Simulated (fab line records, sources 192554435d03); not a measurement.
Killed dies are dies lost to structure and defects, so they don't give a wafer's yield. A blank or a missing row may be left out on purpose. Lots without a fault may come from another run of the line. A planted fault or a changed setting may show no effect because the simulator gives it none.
Which tool did it? | flow n5_finfet | 19 lots, 57 wafers sampled, at 6 steps of a route of 1938

WHAT THE GAUGES READ, wafer by wafer
The record holds no reading of a measuring or inspecting step that can be judged against a usual standard deviation.

WHICH TOOL RAN EACH LOT (tool, then ch and the chambers of the sampled wafers, then the start)
lot  | N5_BEOL_M7_ETCH_41                            | N5_BEOL_M8_DESCUM_33               | N5_BEOL_M8_STRIP_80                           | N5_BEOL_M9_CURE_71            | N5_BEOL_M9_SURFACE_TREAT_79  | N5_BEOL_M10_ETCH_62
L074 | rie_diel-03 ch 0,1,2, day 9 05:08 or earlier  | rie_diel-06 ch 1,2,3, day 9 05:08  | rie_diel-06 ch 1,2,3, day 9 08:41 or earlier  | uv_cure-02 ch 0, day 9 08:41  | pvd_sputter-03, day 9 23:24  | rie_diel-06 ch 1,3, day 10 04:11
L075 | rie_diel-03 ch 1,2,3, day 9 22:07 or earlier  | rie_diel-04 ch 0,2,3, day 9 22:07  | rie_diel-04 ch 0,2,3, day 10 01:56 or earlier | uv_cure-01 ch 0, day 10 01:56 | pvd_sputter-01, day 10 08:55 | rie_diel-06 ch 0,1,2, day 10 13:00
L077 | rie_diel-03 ch 0,1,2, day 10 00:38 or earlier | rie_diel-04 ch 0,2,3, day 10 00:38 | rie_diel-04 ch 0,2,3, day 10 04:28 or earlier | uv_cure-02 ch 2, day 10 04:28 | pvd_sputter-03, day 10 16:58 | rie_diel-05 ch 2,3, day 10 21:17
L076 | rie_diel-02 ch 1,2,3, day 10 16:04 or earlier | rie_diel-06 ch 0,1,3, day 10 16:04 | rie_diel-06 ch 0,1,3, day 10 20:58 or earlier | uv_cure-03 ch 0, day 10 20:58 | pvd_sputter-02, day 11 09:37 | rie_diel-04 ch 0,1, day 11 16:13
L081 | rie_diel-03 ch 0,1, day 10 19:53 or earlier   | rie_diel-04 ch 0,2, day 10 19:53   | rie_diel-04 ch 0,2, day 10 23:50 or earlier   | uv_cure-02 ch 0, day 10 23:50 | pvd_sputter-01, day 11 11:22 | rie_diel-04 ch 0,1,2, day 11 16:28
L079 | rie_diel-02 ch 0,1,3, day 10 21:43 or earlier | rie_diel-04 ch 0,2, day 10 21:43   | rie_diel-04 ch 0,2, day 11 05:20 or earlier   | uv_cure-03 ch 2, day 11 05:20 | pvd_sputter-03, day 11 11:07 | rie_diel-05 ch 0,1,2, day 11 16:20
L080 | rie_diel-03 ch 0,1,2, day 10 22:07 or earlier | rie_diel-06 ch 0,1,2, day 10 22:07 | rie_diel-06 ch 0,1,2, day 11 06:13 or earlier | uv_cure-01 ch 2, day 11 06:13 | pvd_sputter-02, day 11 12:58 | rie_diel-05 ch 1,2, day 11 19:56
L082 | rie_diel-03 ch 1,2,3, day 12 03:08 or earlier | rie_diel-04 ch 1,2, day 12 03:08   | rie_diel-04 ch 1,2, day 12 06:44 or earlier   | uv_cure-02 ch 1, day 12 06:44 | pvd_sputter-02, day 12 11:18 | rie_diel-04 ch 1,2, day 12 15:03
L078 | rie_diel-01 ch 0,1,2, day 12 07:19 or earlier | rie_diel-05 ch 0,2, day 12 07:19   | rie_diel-05 ch 0,2, day 12 11:08 or earlier   | uv_cure-03 ch 2, day 12 11:08 | pvd_sputter-01, day 12 15:18 | rie_diel-05 ch 0,1, day 12 18:37
L083 | rie_diel-03 ch 1,2, day 12 10:04 or earlier   | rie_diel-06 ch 1,2,3, day 12 10:04 | rie_diel-06 ch 1,2,3, day 12 13:34 or earlier | uv_cure-03 ch 2, day 12 13:34 | pvd_sputter-02, day 12 19:44 | rie_diel-06 ch 0,1,3, day 12 23:28
L085 | rie_diel-02 ch 0,3, day 13 01:16 or earlier   | rie_diel-06 ch 0,1,3, day 13 01:16 | rie_diel-06 ch 0,1,3, day 13 07:44 or earlier | uv_cure-03 ch 2, day 13 07:44 | pvd_sputter-01, day 13 14:14 | rie_diel-06 ch 2,3, day 13 17:59
L086 | rie_diel-01 ch 2,3, day 13 05:55 or earlier   | rie_diel-04 ch 1,2, day 13 05:55   | rie_diel-04 ch 1,2, day 13 09:55 or earlier   | uv_cure-03 ch 2, day 13 09:55 | pvd_sputter-02, day 13 15:26 | rie_diel-05 ch 0,2, day 13 20:26
L087 | rie_diel-01 ch 0,2, day 13 21:13 or earlier   | rie_diel-05 ch 0,1,2, day 13 21:13 | rie_diel-05 ch 0,1,2, day 14 02:02 or earlier | uv_cure-01 ch 2, day 14 02:02 | pvd_sputter-03, day 14 09:46 | rie_diel-06 ch 1,2,3, day 14 14:33
L090 | rie_diel-03 ch 1,3, day 14 08:27 or earlier   | rie_diel-06 ch 0,1,2, day 14 08:27 | rie_diel-06 ch 0,1,2, day 14 13:13 or earlier | uv_cure-01 ch 0, day 14 13:13 | pvd_sputter-02, day 14 20:35 | rie_diel-04 ch 1,2,3, day 15 01:28
L092 | rie_diel-01 ch 0,1,3, day 15 07:26 or earlier | rie_diel-04 ch 1,2,3, day 15 07:26 | rie_diel-04 ch 1,2,3, day 15 11:53 or earlier | uv_cure-01 ch 1, day 15 11:53 | pvd_sputter-01, day 15 19:01 | rie_diel-04 ch 0,1,3, day 16 00:08
L095 | rie_diel-03 ch 0,1,3, day 15 10:09 or earlier | rie_diel-05 ch 0,1,3, day 15 10:09 | rie_diel-05 ch 0,1,3, day 15 15:02 or earlier | uv_cure-01 ch 0, day 15 15:02 | pvd_sputter-01, day 15 21:30 | rie_diel-06 ch 0,2,3, day 16 02:39
L094 | rie_diel-02 ch 0,2, day 15 13:16 or earlier   | rie_diel-04 ch 0,1,2, day 15 13:16 | rie_diel-04 ch 0,1,2, day 15 16:31 or earlier | uv_cure-03 ch 2, day 15 16:31 | pvd_sputter-02, day 15 23:25 | rie_diel-04 ch 0,3, day 16 03:24
L097 | rie_diel-03 ch 0,1,2, day 15 16:41 or earlier | rie_diel-06 ch 0,1, day 15 16:41   | rie_diel-06 ch 0,1, day 15 20:20 or earlier   | uv_cure-01 ch 0, day 15 20:20 | pvd_sputter-01, day 16 04:17 | rie_diel-06 ch 0,2, day 16 10:46
L096 | rie_diel-02 ch 0,3, day 15 22:30 or earlier   | rie_diel-04 ch 0,1, day 15 22:30   | rie_diel-04 ch 0,1, day 16 02:28 or earlier   | uv_cure-01 ch 1, day 16 02:28 | pvd_sputter-02, day 16 06:04 | rie_diel-04 ch 1,2, day 16 11:11
- N5_BEOL_M7_ETCH_41: etches SiCN in CH3F/O2, target depth 31.9 nm, time 57.8 s.
- N5_BEOL_M8_DESCUM_33: chemistry O2, time 7 s.
- N5_BEOL_M8_STRIP_80: strips in N2/H2, time 10 s.
- N5_BEOL_M9_CURE_71: cures SiCOH lowk, time 240 s.
- N5_BEOL_M9_SURFACE_TREAT_79
- N5_BEOL_M10_ETCH_62: etches SOC in N2/H2, target depth 110 nm, overetch 22 nm, time 165 s.

WHAT THE TOOLS THEMSELVES READ (means of the sampled wafers that have a number; where no wafer has one, the mark that the record gives instead)
N5_BEOL_M7_ETCH_41. Usual: chamber_pressure_mTorr 29.999 mTorr, standard deviation 0.03; drypump_motor_current_A 6.0 A, standard deviation 0.41; oes_product_au 0.79 a.u., standard deviation 0.097; rf_vpp_V 297.4 V, standard deviation 1.5; showerhead_plenum_p_Torr 1.99 Torr, standard deviation 0.059; throttle_valve_pct 16.27 %, standard deviation 0.2.
lot  | tool        | chamber_pressure_mTorr (mTorr) | drypump_motor_current_A (A) | oes_product_au (a.u.) | rf_vpp_V (V) | showerhead_plenum_p_Torr (Torr) | throttle_valve_pct (%) | flag
L074 | rie_diel-03 | 29.978                         | 5.9                         | 0.81                  | 297.0        | 1.97                            | 16.16                  |
L075 | rie_diel-03 | 29.980                         | 6.3                         | 0.78                  | 297.6        | 1.99                            | 16.22                  |
L077 | rie_diel-03 | 30.008                         | 5.9                         | 0.81                  | 296.8        | 1.97                            | 16.17                  |
L076 | rie_diel-02 | 30.013                         | 5.7                         | 0.83                  | 296.5        | 1.98                            | 16.38                  |
L081 | rie_diel-03 | 29.996                         | 5.5                         | 0.83                  | 296.1        | 1.98                            | 16.15                  |
L079 | rie_diel-02 | 29.990                         | 6.1                         | 0.77                  | 296.6        | 1.95                            | 16.30                  |
L080 | rie_diel-03 | 29.987                         | 5.9                         | 0.81                  | 297.7        | 1.97                            | 16.19                  |
L082 | rie_diel-03 | 29.977                         | 6.2                         | 0.76                  | 296.8        | 1.98                            | 16.25                  |
L078 | rie_diel-01 | 30.006                         | 6.1                         | 0.82                  | 297.6        | 2.02                            | 16.30                  |
L083 | rie_diel-03 | 30.006                         | 6.0                         | 0.83                  | 296.6        | 1.95                            | 16.17                  |
L085 | rie_diel-02 | 29.991                         | 6.3                         | 0.80                  | 297.8        | 1.98                            | 16.05                  |
L086 | rie_diel-01 | 30.001                         | 5.9                         | 0.69                  | 297.8        | 2.01                            | 16.49                  |
L087 | rie_diel-01 | 29.981                         | 6.1                         | 0.76                  | 298.4        | 2.05                            | 16.39                  |
L090 | rie_diel-03 | 29.982                         | 6.2                         | 0.75                  | 298.0        | 2.01                            | 16.31                  |
L092 | rie_diel-01 | 30.026                         | 6.1                         | 0.79                  | 296.7        | 1.99                            | 16.31                  |
L095 | rie_diel-03 | 29.999                         | 5.8                         | 0.76                  | 297.1        | 1.99                            | 16.27                  |
L094 | rie_diel-02 | 30.008                         | 6.4                         | 0.85                  | 299.0        | 2.06                            | 16.14                  |
L097 | rie_diel-03 | 30.002                         | 5.9                         | 0.84                  | 297.4        | 1.95                            | 16.11                  |
L096 | rie_diel-02 | 29.958                         | 6.1                         | 0.74                  | 295.9        | 1.94                            | 16.14                  |

N5_BEOL_M8_DESCUM_33. Usual: bias_power_w 20.00 W, standard deviation 0.056; chamber_pressure_mTorr 19.999 mTorr, standard deviation 0.017; drypump_motor_current_A 5.7 A, standard deviation 0.41; oes_product_au 0.84 a.u., standard deviation 0.082; rf_vpp_V 243.6 V, standard deviation 1.1; showerhead_plenum_p_Torr 2.12 Torr, standard deviation 0.057; throttle_valve_pct 20.38 %, standard deviation 0.19.
lot  | tool        | bias_power_w (W) | chamber_pressure_mTorr (mTorr) | drypump_motor_current_A (A) | oes_product_au (a.u.) | rf_vpp_V (V) | showerhead_plenum_p_Torr (Torr) | throttle_valve_pct (%) | flag
L074 | rie_diel-06 | 19.95            | 20.006                         | 6.2                         | 0.92                  | 244.3        | 2.14                            | 20.13                  |
L075 | rie_diel-04 | 19.98            | 20.004                         | 5.5                         | 0.83                  | 244.8        | 2.14                            | 20.54                  |
L077 | rie_diel-04 | 20.02            | 20.002                         | 5.5                         | 0.83                  | 244.2        | 2.14                            | 20.54                  |
L076 | rie_diel-06 | 19.99            | 19.993                         | 5.8                         | 0.82                  | 242.5        | 2.08                            | 20.19                  |
L081 | rie_diel-04 | 19.93            | 19.995                         | 5.7                         | 0.84                  | 244.8        | 2.18                            | 20.51                  |
L079 | rie_diel-04 | 19.98            | 19.991                         | 5.5                         | 0.87                  | 243.8        | 2.17                            | 20.44                  |
L080 | rie_diel-06 | 20.00            | 19.985                         | 6.1                         | 0.82                  | 243.4        | 2.09                            | 20.31                  |
L082 | rie_diel-04 | 20.01            | 20.004                         | 5.7                         | 0.85                  | 243.4        | 2.18                            | 20.49                  |
L078 | rie_diel-05 | 20.01            | 20.005                         | 5.6                         | 0.78                  | 244.9        | 2.14                            | 20.47                  |
L083 | rie_diel-06 | 19.99            | 19.994                         | 6.2                         | 0.87                  | 243.0        | 2.13                            | 20.16                  |
L085 | rie_diel-06 | 20.00            | 20.016                         | 5.8                         | 0.79                  | 242.9        | 2.07                            | 20.22                  |
L086 | rie_diel-04 | 19.95            | 20.006                         | 5.5                         | 0.89                  | 243.5        | 2.16                            | 20.38                  |
L087 | rie_diel-05 | 20.04            | 20.000                         | 5.7                         | 0.80                  | 244.0        | 2.11                            | 20.41                  |
L090 | rie_diel-06 | 20.01            | 20.006                         | 6.1                         | 0.91                  | 244.6        | 2.17                            | 20.24                  |
L092 | rie_diel-04 | 20.01            | 20.007                         | 5.5                         | 0.85                  | 243.6        | 2.13                            | 20.46                  |
L095 | rie_diel-05 | 20.00            | 20.005                         | 5.9                         | 0.86                  | 243.3        | 2.07                            | 20.30                  |
L094 | rie_diel-04 | 20.09            | 20.011                         | 5.5                         | 0.83                  | 243.5        | 2.15                            | 20.47                  |
L097 | rie_diel-06 | 20.02            | 19.999                         | 6.1                         | 0.90                  | 243.8        | 2.16                            | 20.14                  |
L096 | rie_diel-04 | 19.99            | 19.997                         | 5.3                         | 0.85                  | 243.5        | 2.14                            | 20.40                  |

N5_BEOL_M8_STRIP_80. Usual: bias_power_w 7.002 W, standard deviation 0.022; chamber_pressure_mTorr 20.000 mTorr, standard deviation 0.017; drypump_motor_current_A 5.7 A, standard deviation 0.41; oes_product_au 0.84 a.u., standard deviation 0.082; rf_vpp_V 59.3 V, standard deviation 0.91; showerhead_plenum_p_Torr 2.57 Torr, standard deviation 0.067; throttle_valve_pct 23.5 %, standard deviation 0.32.
lot  | tool        | bias_power_w (W) | chamber_pressure_mTorr (mTorr) | drypump_motor_current_A (A) | oes_product_au (a.u.) | rf_vpp_V (V) | showerhead_plenum_p_Torr (Torr) | throttle_valve_pct (%) | flag
L074 | rie_diel-06 | 7.015            | 19.990                         | 6.2                         | 0.92                  | 60.1         | 2.59                            | 23.2                   |
L075 | rie_diel-04 | 7.000            | 20.002                         | 5.5                         | 0.82                  | 59.3         | 2.58                            | 23.4                   |
L077 | rie_diel-04 | 6.994            | 20.006                         | 5.5                         | 0.83                  | 59.9         | 2.57                            | 23.4                   |
L076 | rie_diel-06 | 7.014            | 19.989                         | 5.9                         | 0.83                  | 59.8         | 2.52                            | 23.3                   |
L081 | rie_diel-04 | 6.985            | 20.014                         | 5.6                         | 0.84                  | 60.5         | 2.62                            | 23.4                   |
L079 | rie_diel-04 | 7.005            | 19.997                         | 5.5                         | 0.88                  | 58.8         | 2.60                            | 23.3                   |
L080 | rie_diel-06 | 7.019            | 19.979                         | 6.1                         | 0.83                  | 59.4         | 2.51                            | 23.3                   |
L082 | rie_diel-04 | 6.997            | 20.002                         | 5.7                         | 0.85                  | 58.8         | 2.63                            | 23.6                   |
L078 | rie_diel-05 | 6.994            | 20.016                         | 5.6                         | 0.77                  | 59.7         | 2.61                            | 24.0                   |
L083 | rie_diel-06 | 7.004            | 20.002                         | 6.2                         | 0.87                  | 59.1         | 2.58                            | 23.2                   |
L085 | rie_diel-06 | 6.998            | 19.983                         | 5.8                         | 0.81                  | 59.5         | 2.51                            | 23.3                   |
L086 | rie_diel-04 | 6.987            | 20.011                         | 5.5                         | 0.89                  | 60.1         | 2.62                            | 23.8                   |
L087 | rie_diel-05 | 6.999            | 19.998                         | 5.7                         | 0.80                  | 58.9         | 2.57                            | 23.8                   |
L090 | rie_diel-06 | 6.995            | 19.999                         | 6.1                         | 0.91                  | 59.2         | 2.61                            | 23.2                   |
L092 | rie_diel-04 | 6.996            | 20.004                         | 5.5                         | 0.86                  | 58.8         | 2.57                            | 23.7                   |
L095 | rie_diel-05 | 7.027            | 19.994                         | 5.8                         | 0.87                  | 58.4         | 2.52                            | 23.7                   |
L094 | rie_diel-04 | 7.001            | 20.007                         | 5.5                         | 0.83                  | 58.7         | 2.60                            | 23.6                   |
L097 | rie_diel-06 | 7.009            | 20.000                         | 6.1                         | 0.90                  | 58.7         | 2.60                            | 23.2                   |
L096 | rie_diel-04 | 7.034            | 19.987                         | 5.3                         | 0.85                  | 59.2         | 2.57                            | 23.6                   |

N5_BEOL_M9_CURE_71. Usual: lamp_power_pct 52.32 %, standard deviation 0.054; wafer_temp_C_max 386.8, standard deviation 0.73.
lot  | tool       | lamp_power_pct (%) | wafer_temp_C_max | flag
L074 | uv_cure-02 | 52.38              | 386.7            |
L075 | uv_cure-01 | 52.34              | 386.1            |
L077 | uv_cure-02 | 52.32              | 387.4            |
L076 | uv_cure-03 | 52.29              | 386.5            |
L081 | uv_cure-02 | 52.28              | 387.2            |
L079 | uv_cure-03 | 52.31              | 387.8            |
L080 | uv_cure-01 | 52.34              | 386.3            |
L082 | uv_cure-02 | 52.33              | 386.1            |
L078 | uv_cure-03 | 52.33              | 387.6            |
L083 | uv_cure-03 | 52.31              | 387.8            |
L085 | uv_cure-03 | 52.32              | 387.6            |
L086 | uv_cure-03 | 52.30              | 387.8            |
L087 | uv_cure-01 | 52.32              | 386.3            |
L090 | uv_cure-01 | 52.39              | 385.9            |
L092 | uv_cure-01 | 52.32              | 387.1            |
L095 | uv_cure-01 | 52.31              | 385.8            |
L094 | uv_cure-03 | 52.26              | 386.7            |
L097 | uv_cure-01 | 52.29              | 386.2            |
L096 | uv_cure-01 | 52.31              | 387.0            |

N5_BEOL_M10_ETCH_62. Usual: chamber_pressure_mTorr 30.002 mTorr, standard deviation 0.026; drypump_motor_current_A 5.7 A, standard deviation 0.4; oes_product_au 0.71 a.u., standard deviation 0.063; rf_vpp_V 524.7 V, standard deviation 2; showerhead_plenum_p_Torr 2.57 Torr, standard deviation 0.067; throttle_valve_pct 17.71 %, standard deviation 0.22.
lot  | tool        | chamber_pressure_mTorr (mTorr) | drypump_motor_current_A (A) | oes_product_au (a.u.) | rf_vpp_V (V) | showerhead_plenum_p_Torr (Torr) | throttle_valve_pct (%) | flag
L074 | rie_diel-06 | 30.018                         | 6.0                         | 0.76                  | 525.4        | 2.59                            | 17.45                  |
L075 | rie_diel-06 | 30.010                         | 6.1                         | 0.71                  | 523.2        | 2.52                            | 17.53                  |
L077 | rie_diel-05 | 30.001                         | 6.0                         | 0.60                  | 523.4        | 2.56                            | 18.16                  |
L076 | rie_diel-04 | 29.991                         | 5.4                         | 0.79                  | 525.5        | 2.60                            | 17.69                  |
L081 | rie_diel-04 | 29.996                         | 5.5                         | 0.75                  | 524.7        | 2.62                            | 17.76                  |
L079 | rie_diel-05 | 29.972                         | 5.7                         | 0.69                  | 525.9        | 2.59                            | 17.79                  |
L080 | rie_diel-05 | 30.006                         | 6.0                         | 0.68                  | 525.3        | 2.61                            | 17.65                  |
L082 | rie_diel-04 | 30.026                         | 5.7                         | 0.70                  | 525.3        | 2.63                            | 17.82                  |
L078 | rie_diel-05 | 30.014                         | 5.6                         | 0.72                  | 523.2        | 2.52                            | 17.77                  |
L083 | rie_diel-06 | 29.999                         | 5.9                         | 0.67                  | 523.3        | 2.52                            | 17.59                  |
L085 | rie_diel-06 | 29.991                         | 6.2                         | 0.73                  | 524.5        | 2.57                            | 17.52                  |
L086 | rie_diel-05 | 30.003                         | 5.6                         | 0.65                  | 524.2        | 2.61                            | 18.04                  |
L087 | rie_diel-06 | 29.959                         | 6.2                         | 0.72                  | 525.2        | 2.57                            | 17.48                  |
L090 | rie_diel-04 | 30.003                         | 5.6                         | 0.72                  | 525.3        | 2.57                            | 17.80                  |
L092 | rie_diel-04 | 30.034                         | 5.4                         | 0.73                  | 524.0        | 2.55                            | 17.76                  |
L095 | rie_diel-06 | 29.999                         | 5.8                         | 0.74                  | 526.7        | 2.61                            | 17.52                  |
L094 | rie_diel-04 | 29.983                         | 5.3                         | 0.72                  | 524.6        | 2.54                            | 17.67                  |
L097 | rie_diel-06 | 30.001                         | 6.0                         | 0.74                  | 526.6        | 2.60                            | 17.51                  |
L096 | rie_diel-04 | 30.011                         | 5.7                         | 0.67                  | 525.5        | 2.62                            | 17.88                  |

THE ANSWER, worked out from the rows above alone
Rule: a lot is off if the mean of its wafers that have a number lies more than 3 standard deviations from the usual mean. A lot without any number at a reading at which 4 lots or more have one is off too. The other lots that the step has rows for count as sound. The gauges are gone through in route order, then the tools' own readings, and for those a lot's mean is taken as printed above. The first step at which some lot is off is used, and at that step the reading that is off furthest; a lot without a number counts as furthest.
No lot is off at any reading shown: from this, nothing can be told.

WHAT THE SIMULATOR HAD PUT IN
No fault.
